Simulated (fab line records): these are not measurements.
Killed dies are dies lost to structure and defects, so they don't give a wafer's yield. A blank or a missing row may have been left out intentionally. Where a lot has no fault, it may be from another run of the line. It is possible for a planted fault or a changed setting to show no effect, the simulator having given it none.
Which tool is to blame?	flow n5_finfet	Sampling: 12 lots, 36 wafers, 2 of 1938 route steps

== WHAT THE GAUGES READ, wafer by wafer ==
N5_BEOL_M8_OVL_MEAS_12.
lot	measured	on	M8_OVL (nm)
L075	day 9 18:52	overlay-01	0.1 -0.4 0.2
L076	day 10 23:14	overlay-01	0.0 -0.6 -1.0
L079	day 11 09:47	overlay-02	-1.1 -1.3 -1.6
L080	day 11 14:58	overlay-02	0.7 -0.3 -0.2
L083	day 11 18:58	overlay-02	-1.6 -1.9 -1.5
L085	day 12 10:05	overlay-02	0.1 0.5 -0.3
L087	day 12 23:02	overlay-01	-0.7 -0.6 -0.2
L089	day 13 19:17	overlay-02	-1.0 -0.5 -0.5
L093	day 14 02:23	overlay-01	-1.2 -1.2 -1.4
L092	day 14 06:33	overlay-01	1.0 1.3 1.9
L095	day 15 12:10	overlay-01	0.1 0.5 -0.4
L096	day 15 14:53	overlay-01	0.0 -0.7 -0.9

== WHAT TOOL EACH LOT RAN ON (gives the tool, then ch and the chambers of the sampled wafers, and finally the start) ==
lot	N5_BEOL_M7_SURFACE_TREAT_79
L075	pvd_sputter-01, day 9 15:02
L076	pvd_sputter-03, day 10 19:38
L079	pvd_sputter-03, day 11 05:43
L080	pvd_sputter-03, day 11 09:35
L083	pvd_sputter-02, day 11 15:47
L085	pvd_sputter-03, day 12 07:44
L087	pvd_sputter-01, day 12 18:19
L089	pvd_sputter-03, day 13 15:16
L093	pvd_sputter-03, day 13 22:45
L092	pvd_sputter-03, day 14 02:58
L095	pvd_sputter-03, day 15 08:05
L096	pvd_sputter-02, day 15 11:20
- N5_BEOL_M7_SURFACE_TREAT_79

== THE ANSWER, worked out from the rows above alone ==
Rule: the lots themselves supply what counts as usual. Put in order of their means at a reading, lots are off if they are a third of the lots or fewer, leave a main group of 4 or more, and stand apart from it by a gap of 3 or more times the standard deviation of the main group's means; of several such gaps the widest counts. A main group whose means are all the same, to the digits that the tables above print for the reading, isn't used. A lot without any number at a reading at which 4 lots or more have one is off too. All remaining lots with rows at the step are treated as sound.
Across all readings shown, no lot is off: no conclusion can be drawn from this.

== WHAT HAD BEEN PUT IN BY THE SIMULATOR ==
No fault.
